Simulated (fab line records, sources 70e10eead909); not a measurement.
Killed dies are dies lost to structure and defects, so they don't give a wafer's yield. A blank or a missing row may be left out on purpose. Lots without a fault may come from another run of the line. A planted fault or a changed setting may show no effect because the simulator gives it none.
Chamber matching | flow nand_harc | NHARC_P_CONTACT_DESCUM_17 on rie_diel-13: 4 sister chambers
The step chemistry O2, time 3 s. 4 wafers are shown with their chamber, then 7 later ones without.

WAFERS WITH THEIR CHAMBER
wafer  | chamber | oes_product_au (a.u.)
L570.4 | 0       | 0.992
L580.2 | 3       | 1.007
L579.2 | 1       | 1.014
L579.5 | 2       | 0.994

WAFERS WITHOUT THEIR CHAMBER
wafer  | oes_product_au (a.u.)
L579.6 | 0.996
L582.2 | 0.995
L582.4 | 0.999
L582.5 | 1.013
L590.3 | 1.005
L590.4 | 0.996
L590.5 | 0.998

WHICH CHAMBER EACH WENT THROUGH
wafer  | from the rows above          | in truth
L579.6 | can't be placed: 2 or 0      | 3
L582.2 | can't be placed: 2 or 0      | 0
L582.4 | can't be placed: 2 or 0 or 3 | 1
L582.5 | can't be placed: 1 or 3      | 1
L590.3 | 3                            | 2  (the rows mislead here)
L590.4 | can't be placed: 2 or 0      | 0
L590.5 | can't be placed: 2 or 0 or 3 | 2
Placed correctly: 0 of 7. Can't be placed from these rows: 6 (the true chamber is among the candidates in 4). Placed wrongly: 1.
How it was worked out, from the rows above alone: a wafer's distance from a chamber is the root of the sum, over the readings, of the square of ((its reading less the chamber's mean) divided by the reading's scatter). The wafer belongs to the nearest chamber; if the next one is less than 2 further off, it can't be placed. A chamber's mean is the mean of its shown wafers. The scatter: with one shown wafer a chamber, the root of the mean of the squares of how far each hidden wafer lies from its nearest shown one.
